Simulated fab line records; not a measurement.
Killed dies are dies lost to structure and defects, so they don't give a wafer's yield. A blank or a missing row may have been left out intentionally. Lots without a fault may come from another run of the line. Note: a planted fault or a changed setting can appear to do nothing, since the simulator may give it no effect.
Chamber matching ; flow n5Finfet ; 4 sister chambers for N5_BEOL_M11_STRIP_19 on rieDiel-06
The step strips in O2. 18 wafers are shown with their chamber, then 9 later ones without.

## EACH WAFER AND ITS CHAMBER
wafer;chamber;showerheadPlenumPTorr (Torr);throttleValvePct (%);oesProductAu (a.u.)
L076.2;0;2.04;16.45;0.90
L076.4;1;2.20;16.81;0.81
L076.5;2;2.18;16.64;0.68
L074.1;2;2.18;16.66;0.69
L074.2;0;2.04;16.46;0.90
L074.3;1;2.20;16.80;0.81
L082.1;3;2.03;16.50;0.90
L082.5;1;2.19;16.89;0.77
L082.6;0;2.04;16.48;0.87
L086.1;3;2.03;16.50;0.87
L086.3;1;2.19;16.89;0.76
L086.4;3;2.03;16.52;0.87
L088.3;1;2.18;16.88;0.77
L088.5;0;2.03;16.52;0.85
L088.6;3;2.03;16.50;0.88
L087.3;1;2.18;16.89;0.77
L087.5;0;2.03;16.51;0.85
L087.6;3;2.03;16.52;0.87

SIGNATURES (averages over the wafers above)
reading;chamber 0;chamber 1;chamber 2;chamber 3;scatter within a chamber
showerheadPlenumPTorr;2.0360;2.1900;2.1800;2.0300;0.00609
throttleValvePct;16.4840;16.8600;16.6500;16.5080;0.0312
oesProductAu;0.8740;0.7817;0.6850;0.8780;0.0202
Rule: a wafer's distance from a chamber is the root of the sum, over the readings, of the square of ((its reading less the chamber's mean) divided by the reading's scatter). If the next closest chamber is less than 2 further off than the closest, the wafer can't be placed; otherwise it belongs to the closest. The scatter: take each reading less its chamber's mean, square it, sum over the shown wafers, divide by the number of wafers less the number of chambers, and take the root.

## WAFERS WITH NO CHAMBER GIVEN
wafer;showerheadPlenumPTorr (Torr);throttleValvePct (%);oesProductAu (a.u.)
L090.1;2.03;16.50;0.85
L090.4;2.03;16.52;0.85
L090.6;2.03;16.55;0.88
L092.2;2.18;16.93;0.76
L092.4;2.18;16.91;0.76
L092.5;2.02;16.55;0.86
L095.2;2.02;16.54;0.86
L095.5;2.02;16.55;0.85
L095.6;2.17;16.24;0.95

## EACH ONE'S CHAMBER
wafer;from the rows above;in truth
L090.1;can't be placed: 3 or 0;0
L090.4;can't be placed: 3 or 0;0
L090.6;can't be placed: 3 or 0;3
L092.2;1;1
L092.4;1;1
L092.5;can't be placed: 3 or 0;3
L095.2;can't be placed: 3 or 0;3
L095.5;can't be placed: 3 or 0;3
L095.6;2;2
Correct placement for 3 of the 9. Can't be placed from these rows: 6 (the true chamber is among the candidates in 6). Wrongly placed: 0.
